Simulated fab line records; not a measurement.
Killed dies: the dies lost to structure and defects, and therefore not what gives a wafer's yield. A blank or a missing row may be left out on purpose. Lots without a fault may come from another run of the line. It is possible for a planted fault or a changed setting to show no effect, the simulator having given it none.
Split-lot trial -- flow n5_finfet -- 21 wafers read across 7 lots, on a route 1938 steps long

## SPLIT DETAILS
At N5_BEOL_M10_PEB_26 (peb time 60 s), the setting peb_time_s was moved away from the recipe's 60 s on 8 of the 21 wafers read, by -10.7% to +16.8%. All remaining wafers had this setting at the recipe value.

## THE PATH FROM SPLIT TO READING: the file shows 1 step between them
- N5_BEOL_M10_DEVELOP_27: develop time 30 s

## THE READING
At N5_BEOL_M10_CD_MEAS_28: cd_nm in nanometres, against a target cd of 70 nm. Typical for fault-free wafers on this fab line: 69.5 nm, with standard deviation 0.92 nm.

wafer,"tool, chamber at the split","peb_time_s as run, s",against the recipe,"cd_nm, nm",against lot-mates on the recipe
L078.2,"litho_track-04, 0",60,recipe,69.5,-
L078.3,"litho_track-04, 0",60,recipe,69.6,-
L078.4,"litho_track-04, 0",65.01,+8.4%,72.9,+3.4
L083.4,"litho_track-04, 0",60,recipe,69.7,-
L083.5,"litho_track-04, 0",60,recipe,68.9,-
L083.6,"litho_track-04, 0",60,recipe,68.6,-
L085.2,"litho_track-04, 0",60,recipe,70.3,-
L085.3,"litho_track-04, 0",60,recipe,69.7,-
L085.5,"litho_track-04, 0",60,recipe,69.2,-
L088.1,"litho_track-05, 0",53.58,-10.7%,63.7,-5.6
L088.2,"litho_track-05, 0",60,recipe,69.3,-
L088.3,"litho_track-05, 0",53.58,-10.7%,63.6,-5.7
L089.4,"litho_track-05, 0",69.08,+15.1%,75.0,+5.4
L089.5,"litho_track-05, 0",69.08,+15.1%,75.3,+5.7
L089.6,"litho_track-05, 0",60,recipe,69.6,-
L092.2,"litho_track-03, 0",55.36,-7.7%,65.4,-4.5
L092.3,"litho_track-03, 0",60,recipe,69.9,-
L092.6,"litho_track-03, 0",55.36,-7.7%,67.2,-2.7
L095.2,"litho_track-03, 0",60,recipe,71.0,-
L095.3,"litho_track-03, 0",70.09,+16.8%,77.8,+7.1
L095.5,"litho_track-03, 0",60,recipe,70.3,-

THE FIT
A straight line over all 21 wafers: cd_nm changes by +0.444 nm for each +1% of peb_time_s; r = +0.97; the points scatter about the line by 0.8 nm.
The same after taking each lot's own level away (the mean of its wafers on the recipe; 21 wafers): +0.429 nm for each +1%; r = +0.99; scatter 0.58 nm.
That fit puts the effect of the largest move of peb_time_s on the reading at 7.2 nm.
The lots' own levels span 69.07 to 70.65 nm, that is 1.7 times the standard deviation above.
The two slopes agree, so the slope changes little with the lot-to-lot level.
Check: +6.92 nm against its lot-mates is what the line predicts for one of the wafers moved furthest among these (+16.8%) when that wafer is left out of the fit. It came out at +7.15 nm against them.

## THESE WAFERS: OTHER SPLITS
These wafers also went through other splits before the reading. Each is held against what the fit with the lots' levels taken away leaves over:
other split on the same wafers,wafers away from the commonest value,r with cd_nm (lot level and that fit taken away)
N5_BEOL_M7_COAT_05 spin_rpm,1,+0.24
N5_BEOL_M7_ETCH_41 source_w,7,+0.40
N5_BEOL_M9_COAT_64 spin_rpm,3,-0.27
N5_BEOL_M9_COAT_22 spin_rpm,8,+0.11
N5_BEOL_M10_COAT_64 spin_rpm,9,-0.23

## THE FILE'S OWN FIT
cd_nm changes by +0.422 nm for each +1% of peb_time_s, r = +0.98.
